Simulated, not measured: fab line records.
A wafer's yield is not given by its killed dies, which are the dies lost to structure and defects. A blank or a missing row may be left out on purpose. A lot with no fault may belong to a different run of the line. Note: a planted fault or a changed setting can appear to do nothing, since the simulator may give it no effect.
Which tool did it? | flow n5 finfet | 72 wafers from 24 lots sampled at 6 of the route's 1938 steps

== WHAT THE GAUGES SHOWED, per wafer ==
N5_BEOL_M6_CD_MEAS_18: pitch 80 nm, target cd 40 nm. Usual: cd nm reads 40.0 nm (standard deviation 0.64).
lot  | measured     | on        | cd nm (nm)     | flag
L076 | day 10 09:17 | cd sem-01 | 40.3 39.8 39.8 |
L078 | day 10 16:35 | cd sem-01 | 40.1 39.6 40.2 |
L074 | day 11 00:47 | cd sem-02 | 40.1 39.2 39.7 |
L077 | day 11 05:39 | cd sem-02 | 41.2 40.4 41.1 |
L075 | day 11 10:01 | cd sem-03 | 39.6 39.3 40.1 |
L080 | day 11 09:33 | cd sem-03 | 40.5 40.0 40.0 |
L079 | day 11 10:02 | cd sem-01 | 40.5 40.1 40.8 |
L081 | day 12 05:54 | cd sem-02 | 40.9 40.3 40.3 |
L082 | day 12 07:07 | cd sem-01 | 39.5 40.2 40.7 |
L083 | day 12 11:25 | cd sem-02 | 40.3 39.6 39.6 |
L086 | day 13 08:44 | cd sem-03 | 40.3 40.8 40.4 |
L084 | day 13 13:00 | cd sem-01 | 40.4 40.6 40.1 |
L085 | day 13 13:57 | cd sem-01 | 39.0 41.0 40.6 |
L087 | day 13 17:23 | cd sem-01 | 39.6 40.1 39.7 |
L088 | day 14 05:49 | cd sem-03 | 39.5 39.2 39.5 |
L089 | day 14 13:28 | cd sem-03 | 39.9 39.2 39.3 |
L091 | day 14 14:58 | cd sem-03 | 40.1 40.0 40.6 |
L090 | day 14 19:10 | cd sem-02 | 39.6 38.8 39.5 |
L093 | day 15 07:41 | cd sem-01 | 38.6 39.3 40.7 |
L094 | day 15 00:05 | cd sem-03 | 40.1 40.4 40.1 |
L092 | day 15 02:17 | cd sem-02 | 40.0 39.3 39.7 |
L095 | day 16 07:40 | cd sem-03 | 39.8 40.9 40.1 |
L096 | day 16 10:44 | cd sem-01 | 40.9 39.5 40.8 |
L097 | day 17 13:01 | cd sem-02 | 39.9 39.9 39.4 |

N5_BEOL_M6_CD_MEAS_28: the cd target is 40 nm. Usual: cd nm reads 39.99 nm (standard deviation 0.22).
lot  | measured     | on        | cd nm (nm)        | flag
L076 | day 10 10:42 | cd sem-03 | 39.99 40.12 39.91 |
L078 | day 10 20:28 | cd sem-02 | 40.59 40.11 40.03 |
L074 | day 11 04:26 | cd sem-03 | 40.37 40.16 40.17 |
L077 | day 11 07:35 | cd sem-01 | 39.68 39.91 40.06 |
L075 | day 11 10:56 | cd sem-01 | 39.87 40.31 39.50 |
L080 | day 11 10:50 | cd sem-03 | 40.23 40.25 39.99 |
L079 | day 11 10:53 | cd sem-03 | 39.69 39.79 40.04 |
L081 | day 12 09:14 | cd sem-01 | 39.88 40.15 40.05 |
L082 | day 12 09:03 | cd sem-02 | 40.09 39.72 39.82 |
L083 | day 12 13:14 | cd sem-01 | 39.63 40.13 39.71 |
L086 | day 13 10:55 | cd sem-01 | 40.02 40.25 40.09 |
L084 | day 13 13:28 | cd sem-02 | 40.32 40.45 40.11 |
L085 | day 13 15:23 | cd sem-01 | 39.85 40.06 39.89 |
L087 | day 13 18:59 | cd sem-02 | 40.30 39.99 40.35 |
L088 | day 14 12:05 | cd sem-03 | 39.82 39.60 39.64 |
L089 | day 14 14:23 | cd sem-02 | 40.09 40.18 39.95 |
L091 | day 14 16:41 | cd sem-01 | 40.01 39.99 39.97 |
L090 | day 14 22:50 | cd sem-03 | 40.12 39.74 40.09 |
L093 | day 15 08:25 | cd sem-03 | 39.79 40.26 40.14 |
L094 | day 15 00:40 | cd sem-01 | 39.61 40.08 39.73 |
L092 | day 15 05:20 | cd sem-01 | 39.98 40.19 40.15 |
L095 | day 16 10:43 | cd sem-02 | 39.58 40.17 39.74 |
L096 | day 16 11:05 | cd sem-03 | 40.04 39.96 39.76 |
L097 | day 17 14:04 | cd sem-02 | 40.26 40.24 40.15 |

== WHICH TOOL RAN EACH LOT (tool, then ch and the chambers of the sampled wafers, then the start) ==
lot  | N5_BEOL_M5_SPUTTER_48        | N5_BEOL_M5_SPUTTER_83        | N5_BEOL_M5_CO_CAP_78             | N5_BEOL_M6_STRIP_67
L076 | pvd sputter-02, day 9 23:52  | pvd sputter-02, day 10 02:02 | cvd co-02 ch 0,2, day 10 05:15   | rie diel-06 ch 1,2, day 10 09:04
L078 | pvd sputter-01, day 10 08:38 | pvd sputter-01, day 10 10:48 | cvd co-02 ch 1,2, day 10 13:52   | rie diel-02 ch 0,1,3, day 10 16:14
L074 | pvd sputter-01, day 10 15:55 | pvd sputter-01, day 10 18:05 | cvd co-02 ch 0,1, day 10 21:09   | rie diel-02 ch 0,3, day 11 00:30
L077 | pvd sputter-03, day 10 19:18 | pvd sputter-03, day 10 21:28 | cvd co-01 ch 1,2, day 11 00:31   | rie diel-03 ch 0,2,3, day 11 05:23
L075 | pvd sputter-03, day 11 00:05 | pvd sputter-03, day 11 02:15 | cvd co-01 ch 0,2, day 11 05:18   | rie diel-06 ch 0,1, day 11 09:35
L080 | pvd sputter-02, day 11 00:29 | pvd sputter-02, day 11 02:40 | cvd co-02 ch 0,2, day 11 05:43   | rie diel-02 ch 0,2,3, day 11 09:16
L079 | pvd sputter-01, day 11 01:50 | pvd sputter-01, day 11 04:00 | cvd co-02 ch 0,2, day 11 07:03   | rie diel-02 ch 1,2,3, day 11 09:44
L081 | pvd sputter-03, day 11 21:31 | pvd sputter-03, day 11 23:41 | cvd co-02 ch 0,1, day 12 02:44   | rie diel-03 ch 1,2, day 12 05:40
L082 | pvd sputter-01, day 11 23:27 | pvd sputter-01, day 12 01:37 | cvd co-01 ch 0,1, day 12 04:49   | rie diel-03 ch 0,2, day 12 06:53
L083 | pvd sputter-03, day 12 02:18 | pvd sputter-03, day 12 04:29 | cvd co-01 ch 0,1, day 12 07:43   | rie diel-02 ch 1,2, day 12 11:08
L086 | pvd sputter-02, day 12 23:37 | pvd sputter-02, day 13 01:47 | cvd co-01 ch 0,1,2, day 13 04:50 | rie diel-03 ch 1,2,3, day 13 08:29
L084 | pvd sputter-01, day 13 04:26 | pvd sputter-01, day 13 06:36 | cvd co-02 ch 0,1,2, day 13 09:39 | rie diel-03 ch 2,3, day 13 12:46
L085 | pvd sputter-03, day 13 06:12 | pvd sputter-03, day 13 08:22 | cvd co-02 ch 0,1,2, day 13 11:26 | rie diel-03 ch 0,1,3, day 13 13:43
L087 | pvd sputter-02, day 13 09:26 | pvd sputter-02, day 13 11:37 | cvd co-02 ch 0,2, day 13 14:55   | rie diel-06 ch 1,3, day 13 17:10
L088 | pvd sputter-01, day 13 20:55 | pvd sputter-01, day 13 23:06 | cvd co-01 ch 0,2, day 14 02:08   | rie diel-02 ch 0,3, day 14 05:35
L089 | pvd sputter-03, day 14 01:40 | pvd sputter-03, day 14 03:50 | cvd co-02 ch 0,1,2, day 14 06:53 | rie diel-06 ch 0,2,3, day 14 13:14
L091 | pvd sputter-01, day 14 07:05 | pvd sputter-01, day 14 09:15 | cvd co-01 ch 0,1,2, day 14 12:17 | rie diel-06 ch 0,1,3, day 14 14:43
L090 | pvd sputter-03, day 14 10:52 | pvd sputter-03, day 14 13:02 | cvd co-02 ch 0,1,2, day 14 16:05 | rie diel-03 ch 0,2,3, day 14 18:56
L093 | pvd sputter-02, day 14 14:46 | pvd sputter-02, day 15 01:34 | cvd co-02 ch 0,2, day 15 04:37   | rie diel-06 ch 0,2,3, day 15 07:22
L094 | pvd sputter-01, day 14 16:43 | pvd sputter-01, day 14 18:54 | cvd co-01 ch 0,2, day 14 21:58   | rie diel-03 ch 0,1,2, day 14 23:46
L092 | pvd sputter-03, day 14 19:10 | pvd sputter-03, day 14 21:20 | cvd co-01 ch 0,2, day 15 00:23   | rie diel-03 ch 0,1,2, day 15 02:04
L095 | pvd sputter-02, day 16 00:16 | pvd sputter-02, day 16 02:26 | cvd co-01 ch 0,1,2, day 16 05:29 | rie diel-02 ch 0,1,2, day 16 07:26
L096 | pvd sputter-03, day 16 02:16 | pvd sputter-03, day 16 04:26 | cvd co-01 ch 0,1, day 16 07:31   | rie diel-03 ch 0,2,3, day 16 10:31
L097 | pvd sputter-02, day 17 05:08 | pvd sputter-02, day 17 07:19 | cvd co-02 ch 0,2, day 17 10:22   | rie diel-06 ch 1,3, day 17 12:46
- N5_BEOL_M5_SPUTTER_48: material Cu, target thk 15 nm, time 27.62 s.
- N5_BEOL_M5_SPUTTER_83: material Cu, target thk 15 nm, time 27.62 s.
- N5_BEOL_M5_CO_CAP_78: material Co, precursor CCTBA/H2, target thk 2 nm, time 102.1 s.
- N5_BEOL_M6_STRIP_67: strips in CF4.

== AS READ BY THE TOOLS THEMSELVES (means over the sampled wafers that have a number; for cases with no such wafer, the mark the record gives instead) ==
N5_BEOL_M5_SPUTTER_48. Usual: throttle valve pct reads 29.8 % (standard deviation 0.95).
lot  | tool           | throttle valve pct (%) | flag
L076 | pvd sputter-02 | 29.4                   |
L078 | pvd sputter-01 | 29.7                   |
L074 | pvd sputter-01 | 29.1                   |
L077 | pvd sputter-03 | 29.9                   |
L075 | pvd sputter-03 | 30.6                   |
L080 | pvd sputter-02 | 29.2                   |
L079 | pvd sputter-01 | 29.0                   |
L081 | pvd sputter-03 | 29.7                   |
L082 | pvd sputter-01 | 30.2                   |
L083 | pvd sputter-03 | 30.2                   |
L086 | pvd sputter-02 | 29.2                   |
L084 | pvd sputter-01 | 28.6                   |
L085 | pvd sputter-03 | 30.0                   |
L087 | pvd sputter-02 | 29.2                   |
L088 | pvd sputter-01 | 30.9                   |
L089 | pvd sputter-03 | 30.5                   |
L091 | pvd sputter-01 | 29.5                   |
L090 | pvd sputter-03 | 30.2                   |
L093 | pvd sputter-02 | 29.0                   |
L094 | pvd sputter-01 | 30.6                   |
L092 | pvd sputter-03 | 30.5                   |
L095 | pvd sputter-02 | 29.2                   |
L096 | pvd sputter-03 | 30.2                   |
L097 | pvd sputter-02 | 29.3                   |

N5_BEOL_M5_SPUTTER_83. Usual: throttle valve pct reads 29.8 % (standard deviation 0.96).
lot  | tool           | throttle valve pct (%) | flag
L076 | pvd sputter-02 | 29.3                   |
L078 | pvd sputter-01 | 29.6                   |
L074 | pvd sputter-01 | 29.1                   |
L077 | pvd sputter-03 | 29.8                   |
L075 | pvd sputter-03 | 30.4                   |
L080 | pvd sputter-02 | 29.2                   |
L079 | pvd sputter-01 | 29.1                   |
L081 | pvd sputter-03 | 29.8                   |
L082 | pvd sputter-01 | 30.1                   |
L083 | pvd sputter-03 | 30.3                   |
L086 | pvd sputter-02 | 29.1                   |
L084 | pvd sputter-01 | 28.6                   |
L085 | pvd sputter-03 | 30.0                   |
L087 | pvd sputter-02 | 29.3                   |
L088 | pvd sputter-01 | 31.1                   |
L089 | pvd sputter-03 | 30.5                   |
L091 | pvd sputter-01 | 29.6                   |
L090 | pvd sputter-03 | 30.1                   |
L093 | pvd sputter-02 | 29.0                   |
L094 | pvd sputter-01 | 30.4                   |
L092 | pvd sputter-03 | 30.5                   |
L095 | pvd sputter-02 | 29.2                   |
L096 | pvd sputter-03 | 30.0                   |
L097 | pvd sputter-02 | 29.4                   |

N5_BEOL_M5_CO_CAP_78. Usual: heater power w reads 259 W (standard deviation 13).
lot  | tool      | heater power w (W) | flag
L076 | cvd co-02 | 272                |
L078 | cvd co-02 | 251                |
L074 | cvd co-02 | 275                |
L077 | cvd co-01 | 261                |
L075 | cvd co-01 | 257                |
L080 | cvd co-02 | 268                |
L079 | cvd co-02 | 254                |
L081 | cvd co-02 | 277                |
L082 | cvd co-01 | 262                |
L083 | cvd co-01 | 262                |
L086 | cvd co-01 | 264                |
L084 | cvd co-02 | 261                |
L085 | cvd co-02 | 261                |
L087 | cvd co-02 | 260                |
L088 | cvd co-01 | 259                |
L089 | cvd co-02 | 256                |
L091 | cvd co-01 | 259                |
L090 | cvd co-02 | 262                |
L093 | cvd co-02 | 263                |
L094 | cvd co-01 | 258                |
L092 | cvd co-01 | 258                |
L095 | cvd co-01 | 252                |
L096 | cvd co-01 | 250                |
L097 | cvd co-02 | 271                |

N5_BEOL_M6_STRIP_67. Usual: drypump motor current A 5.8 A, standard deviation 0.54; oes product au 0.80 a.u., standard deviation 0.1; rf vpp V 271.4 V, standard deviation 1.7; showerhead plenum p Torr 1.81 Torr, standard deviation 0.059; throttle valve pct 13.5 %, standard deviation 0.35.
lot  | tool        | drypump motor current A (A) | oes product au (a.u.) | rf vpp V (V) | showerhead plenum p Torr (Torr) | throttle valve pct (%) | flag
L076 | rie diel-06 | 5.5                         | 0.69                  | 272.0        | 1.84                            | 13.7                   |
L078 | rie diel-02 | 6.0                         | 0.77                  | 270.9        | 1.79                            | 13.5                   |
L074 | rie diel-02 | 6.2                         | 0.82                  | 271.8        | 1.83                            | 13.1                   |
L077 | rie diel-03 | 5.5                         | 0.76                  | 269.7        | 1.73                            | 13.6                   |
L075 | rie diel-06 | 5.4                         | 0.69                  | 272.1        | 1.85                            | 13.7                   |
L080 | rie diel-02 | 5.9                         | 0.85                  | 269.7        | 1.79                            | 13.2                   |
L079 | rie diel-02 | 5.7                         | 0.79                  | 270.5        | 1.75                            | 13.6                   |
L081 | rie diel-03 | 5.7                         | 0.72                  | 270.2        | 1.77                            | 13.9                   |
L082 | rie diel-03 | 5.4                         | 0.76                  | 269.8        | 1.74                            | 13.6                   |
L083 | rie diel-02 | 5.3                         | 0.85                  | 271.6        | 1.77                            | 13.6                   |
L086 | rie diel-03 | 5.9                         | 0.80                  | 272.2        | 1.82                            | 13.7                   |
L084 | rie diel-03 | 5.8                         | 0.79                  | 270.7        | 1.78                            | 13.6                   |
L085 | rie diel-03 | 5.6                         | 0.85                  | 271.4        | 1.83                            | 13.5                   |
L087 | rie diel-06 | 5.7                         | 0.76                  | 271.6        | 1.84                            | 13.6                   |
L088 | rie diel-02 | 6.2                         | 0.74                  | 270.1        | 1.77                            | 13.3                   |
L089 | rie diel-06 | 6.3                         | 0.85                  | 272.4        | 1.84                            | 13.4                   |
L091 | rie diel-06 | 6.0                         | 0.76                  | 272.7        | 1.85                            | 13.6                   |
L090 | rie diel-03 | 5.5                         | 0.82                  | 270.6        | 1.79                            | 13.4                   |
L093 | rie diel-06 | 6.3                         | 0.84                  | 272.2        | 1.84                            | 13.5                   |
L094 | rie diel-03 | 5.5                         | 0.76                  | 270.8        | 1.78                            | 13.7                   |
L092 | rie diel-03 | 5.5                         | 0.75                  | 270.5        | 1.78                            | 13.7                   |
L095 | rie diel-02 | 5.6                         | 0.86                  | 271.7        | 1.80                            | 13.4                   |
L096 | rie diel-03 | 5.5                         | 0.81                  | 270.7        | 1.79                            | 13.4                   |
L097 | rie diel-06 | 5.7                         | 0.89                  | 271.7        | 1.83                            | 13.3                   |

== THE ANSWER, worked out from the rows above alone ==
Rule: take the mean of a lot's wafers that have a number; if it is more than 3 standard deviations from the usual mean, the lot is off. A lot without any number at a reading at which 4 lots or more have one is off too. All remaining lots with rows at the step are treated as sound. The gauges are gone through in route order, then the tools' own readings, and for those a lot's mean is taken as printed above. The first step at which some lot is off is used, and at that step the reading that is off furthest; a lot without a number counts as furthest.
No lot is off at any reading shown: from this, nothing can be told.

== WHAT HAD BEEN PUT IN BY THE SIMULATOR ==
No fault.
